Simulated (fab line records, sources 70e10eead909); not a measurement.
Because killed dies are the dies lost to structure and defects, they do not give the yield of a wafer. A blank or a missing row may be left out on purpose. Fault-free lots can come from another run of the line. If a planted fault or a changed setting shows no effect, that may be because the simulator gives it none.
Struck lot and sound lot, side by side / flow nand-harc / 28 out of 1159 route steps
Sound: the wafers L973.1, L973.2, L973.6. Wafers struck: L985.3, L985.6. The cause is named last.
At each step with rows: each side's tool, then ch and its chambers, then its first start. Under that, the readings that differ: sound wafers / struck wafers / difference of the means / sigmas: that difference in standard deviations of wafers without a fault.
alike: readings with means less than 2 such deviations apart, plus words and numbers identical on both sides. not compared: withheld readings, readings lacking a value on some wafer, bounds such as >300 that could conceal the same value, and numbers that have no deviation in the record and whose values overlap.
The two part at a step that has a row with sigmas, a row that says differs or no value, or rows on one side only. When numbers do not overlap yet have no deviation, they are printed without sigmas and do not part them. A reading missing from all wafers of one side parts the sides only when that side holds two or more wafers.

NHARC_P_CONTACT_ETCH_35: etches the open film in CF4, target depth 39 nm, time 65 s.
  sound on rie-diel-10 ch 0,3, day 5 17:17; struck on rie-diel-04 ch 1,2, day 8 16:16
  alike: drypump-motor-current-A, oes-product-au, rf-vpp-V, showerhead-plenum-p-Torr, throttle-valve-pct
  not compared: rf-hours-counter-h
then, 1 step without rows for these wafers: NHARC_P_CONTACT_ETCH_36 (etches the open film in N2/H2, target depth 260 nm, time 406.25 s).
NHARC_P_CONTACT_ETCH_18: etches the open film in C4F8/O2/Ar, target depth 481 nm, time 240.5 s.
  sound: rie-diel-10 ch 0,1,3; struck: rie-diel-04 ch 0,2
  alike: oes-product-au, rf-vpp-V
  not compared: rf-hours-counter-h
then, 1 step without rows for these wafers: NHARC_P_CONTACT_STRIP_37 (strips in C4F8/O2/Ar).
NHARC_P_CONTACT_ETCH_31: etches the open film in CH3F/O2, target depth 30 nm, time 85.7 s.
  sound: rie-diel-10 ch 0,1,3; struck: rie-diel-04 ch 0,2
  alike: drypump-motor-current-A, oes-product-au, rf-vpp-V, showerhead-plenum-p-Torr, throttle-valve-pct
  not compared: rf-hours-counter-h
NHARC_P_CONTACT_CD_MEAS_19:
  sound on cd-sem-02 at day 5 18:08; struck on cd-sem-03 at day 8 17:02
reading=cd-nm (nm); sound=89.1 90.7 89.6; struck=84.5 86.2; difference=-4.5; sigmas=-2
then, 4 steps without rows for these wafers: NHARC_P_CONTACT_STRIP_28 (strips in O2); NHARC_P_CONTACT_STRIP_29 (strips in post etch residue remover, time 1200 s); NHARC_P_CONTACT_DEGAS_38 (time 60 s); NHARC_P_CONTACT_PRE_CLEAN_39 (time 19.5 s).
NHARC_P_CONTACT_PVD_32: deposits Ti, target thk 5 nm, time 17.7 s.
  sound on pvd-sputter-01; struck on pvd-sputter-01
  alike: throttle-valve-pct
then, 1 step without rows for these wafers: NHARC_P_CONTACT_ALD_22 (deposits TiN, target thk 3 nm, pulse time 1 s, ald cycles 150).
NHARC_P_CONTACT_CVD_23: deposits W, target thk 200 nm, time 557 s.
  sound on cvd-w-02 ch 0,1, day 5 19:30; struck on cvd-w-01 ch 1, day 8 18:50
  alike: heater-power-w, throttle-valve-pct
NHARC_P_CONTACT_CMP_24: polishes, t overpolish 30 s, target thk 200 nm.
  sound on cmp-04 ch 0,1, day 5 20:10; struck on cmp-03 ch 0,2, day 8 19:18
reading=time-to-endpoint-s (s); sound=38.6 44.3 42.1; struck=32.3 37.2; difference=-6.9; sigmas=-2
  alike: motor-current-A, overpolish-run-s
then, 11 steps without rows for these wafers: NHARC_P_CONTACT_SRD_26; NHARC_P_M0_DEP_00 (deposits SiOC, target thk 150 nm); NHARC_P_M0_DEHYDRATE_01 (time 120 s); NHARC_P_M0_HMDS_02 (time 30 s); NHARC_P_M0_COAT_33 (time 65 s); NHARC_P_M0_COAT_03 (resist thk 90 nm); NHARC_P_M0_SOFTBAKE_04 (time 55 s); NHARC_P_M0_EBR_05; NHARC_P_M0_EXPOSE_06 (exposes mask P M0, target cd 90 nm); NHARC_P_M0_PEB_07 (peb time 65 s); NHARC_P_M0_DEVELOP_08 (develop time 35 s).
NHARC_P_M0_CD_MEAS_09: the cd target is 90 nm.
  sound on cd-sem-01 ch 0, day 5 21:28; struck on cd-sem-03 ch 0, day 8 20:33
  alike: cd-nm
NHARC_P_M0_OVL_MEAS_10: pitch 180 nm.
  sound on overlay-01 at day 5 21:33; struck on overlay-01 at day 8 20:38
reading=overlay-x-nm (nm); sound=-1.5 -1.7 -1.2; struck=0.5 0.3; difference=+1.9; sigmas=+2
reading=overlay-y-nm (nm); sound=-1.6 -1.2 -1.6; struck=2.1 1.8; difference=+3.4; sigmas=+4
-- jump in the record: it breaks off in module P_M0 and resumes in module END (first step shown: number 1159 of the route), and 15 days separate the struck wafers' starts before and after --
NHARC_END_SORT_01:
  the record has rows for the struck wafers here (prober-01 ch 0, day 23 21:54) and none for the sound ones

== WHERE THEY PART ==
Last at NHARC_END_SORT_01 as far as this record goes, first at NHARC_P_CONTACT_CD_MEAS_19.

WHY: what had been put in by the simulator
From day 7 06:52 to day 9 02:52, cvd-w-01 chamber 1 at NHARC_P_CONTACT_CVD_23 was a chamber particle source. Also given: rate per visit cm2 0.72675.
